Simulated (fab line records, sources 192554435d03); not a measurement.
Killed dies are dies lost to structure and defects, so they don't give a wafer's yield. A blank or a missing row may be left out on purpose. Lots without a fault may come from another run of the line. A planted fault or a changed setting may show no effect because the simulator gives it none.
A struck lot beside a sound one | flow n5_finfet | 38 steps out of a route of 1938
Sound: wafers L773.5, L773.6. Struck: wafers L764.2, L764.5. The cause comes at the end.
At each step with rows: each side's tool, then ch and its chambers, then its first start. Under that, the readings that differ: sound wafers | struck wafers | difference of the means | sigmas: that difference in standard deviations of wafers without a fault.
alike: readings whose means differ by less than 2 such deviations, and words and numbers that are the same on both sides. not compared: withheld readings, readings that some wafer has no value for, bounds like >300 that may hide the same value, and numbers for which the record gives no deviation and whose values overlap.
The two part at a step that has a row with sigmas, a row that says differs or no value, or rows on one side only. Numbers that don't overlap but have no deviation are shown without sigmas and don't part them. A reading that every wafer of one side lacks parts them only if that side has two wafers or more.

first, 9 steps without rows for these wafers: N5_BEOL_M4_ANNEAL_95 (time 240 s); N5_BEOL_M4_SPUTTER_96 (material Cu, target thk 4.5 nm, time 8.29 s); N5_BEOL_M4_ECD_50 (material Cu, target thk 300 nm); N5_BEOL_M4_ANNEAL_51 (time 90 s); N5_BEOL_M4_CMP_52 (polishes, stops on SiOC, t overpolish 6.8 s, target thk 40 nm); N5_BEOL_M4_PRE_CLEAN_60 (time 15 s); N5_BEOL_M4_CO_CAP_55 (material Co, precursor CCTBA/H2, target thk 2 nm, time 102.1 s); N5_BEOL_M4_PRE_CLEAN_56 (time 15 s); N5_BEOL_M4_DEP_57 (deposits SiCN from 3MS/NH3, target thk 8 nm, time 14 s).
N5_BEOL_M4_RC_MEAS_101:
  sound on prober-02 ch 0, day 15 00:31; struck on prober-01 ch 0, day 12 05:05
  alike: DIBL_N, DIBL_P, IOFF_N, IOFF_P, ION_N, ION_P, SS_N, SS_P, VT_N, VT_P
then, 24 steps without rows for these wafers: N5_BEOL_M5_ILD_DEP_00 (deposits SiCOH lowk from DEMS/porogen, target thk 140.64 nm, time 25.9 s); N5_BEOL_M5_CURE_79 (cures SiCOH lowk, time 240 s); N5_BEOL_M5_PECVD_70 (deposits SiO2 from TEOS/O2, target thk 16 nm, time 18 s); N5_BEOL_M5_HM_DEP_02 (deposits TiN, target thk 20 nm); N5_BEOL_M5_COAT_59 (time 60 s, resist thk 60 nm); N5_BEOL_M5_COAT_60 (time 60 s, resist thk 12 nm); N5_BEOL_M5_COAT_71 (time 60 s, resist thk 5 nm); N5_BEOL_M5_COAT_05 (resist thk 30 nm); N5_BEOL_M5_EBR_07; N5_BEOL_M5_SOFTBAKE_06 (time 60 s); N5_BEOL_M5_EXPOSE_08 (exposes mask M5, target cd 28 nm); N5_BEOL_M5_PEB_09 (peb time 60 s); N5_BEOL_M5_DEVELOP_10 (develop time 30 s); N5_BEOL_M5_DESCUM_16 (chemistry O2, time 7 s); N5_BEOL_M5_ETCH_72 (etches underlayer in N2/H2, target depth 6.5 nm, time 5.2 s); N5_BEOL_M5_ETCH_61 (etches SiARC in CF4, target depth 15.6 nm, time 26 s); N5_BEOL_M5_ETCH_62 (etches SOC in N2/H2, target depth 75 nm, overetch 15 nm, time 112.5 s); N5_BEOL_M5_STRIP_63 (strips in N2/H2); N5_BEOL_M5_STRIP_73 (strips in N2/H2); N5_BEOL_M5_STRIP_64 (strips in CF4); N5_BEOL_M5_HM_OPEN_17 (chemistry Cl2/BCl3, target TiN, target depth 20 nm, overetch 6 nm); N5_BEOL_M5_STRIP_19 (strips in O2); N5_BEOL_M5_COAT_65 (time 60 s, resist thk 60 nm); N5_BEOL_M5_COAT_66 (time 60 s, resist thk 12 nm).
N5_BEOL_M7_ILD_DEP_00: deposits SiCOH lowk from DEMS/porogen, target thk 179.75 nm, time 33.4 s.
  sound on pecvd-01 ch 0,1, day 15 21:56; struck on pecvd-02 ch 1, day 13 08:13
  reading                                            | sound       | struck      | difference | sigmas
  model.SiCOH_lowk_of_BEOL_M7_ILD_DEP_00.thk_nm (nm) | 185.8 182.2 | 276.4 281.4 | +94.9      |
  alike: heater_power_w, showerhead_plenum_p_Torr, susceptor_temp_C, throttle_valve_pct
N5_BEOL_M7_THK_MEAS_01:
  sound on film_metro-02, day 15 22:30; struck on film_metro-01, day 13 08:47
  reading         | sound       | struck      | difference | sigmas
  M7_ILD_THK (nm) | 160.3 157.1 | 239.6 243.9 | +83.1      | +38
N5_BEOL_M7_CMP_52: polishes, stops on SiCOH lowk, t overpolish 6.9 s, target thk 80 nm.
  sound on cmp-03 ch 1,2, day 16 05:11; struck on cmp-04 ch 2, day 13 14:44
  reading                                            | sound       | struck    | difference | sigmas
  model.SiCOH_lowk_of_BEOL_M7_ILD_DEP_00.thk_nm (nm) | 157.4 154.2 | 236.6 241 | +83.0      |
  alike: motor_current_A
-- the record jumps here: 3 days lie between the struck wafers' starts before and after (it left off in module BEOL_M7 and takes up again in module PASSIVATION, whose first step shown is number 1936 of the route) --
N5_PASSIVATION_PROBE_49:
  sound on prober-01, day 19 18:31; struck on prober-02, day 16 10:41
  reading                  | sound     | struck    | difference | sigmas
  defect_limited_yield (%) | 92.7 91.4 | 0 0       | -92        | -58
  killed_at_M4_up          | 7 9       | 1092 1104 | +1090      | +99 or more
  killed_dies              | 86 102    | 1180 1180 | +1086      | +57
  killed_on_rim            | 9 18      | 152 152   | +138       | +35
  sort_bin_5_function (%)  | 4.4 5.3   | 96.2 96.9 | +91.7      | +92
  sort_n_pass              | 1094 1078 | 0 0       | -1086      | -57
  sort_yield_pct (%)       | 92.7 91.4 | 0 0       | -92        | -58
  alike: killed_at_M0_to_M3, killed_at_contacts, killed_at_front_end, killed_at_other, killed_open, killed_short, sort_bin_4_leakage, sort_bin_6_memory

WHERE THEY PART
First at N5_BEOL_M7_THK_MEAS_01; last, within this record, at N5_PASSIVATION_PROBE_49.

WHY: what the simulator had put in
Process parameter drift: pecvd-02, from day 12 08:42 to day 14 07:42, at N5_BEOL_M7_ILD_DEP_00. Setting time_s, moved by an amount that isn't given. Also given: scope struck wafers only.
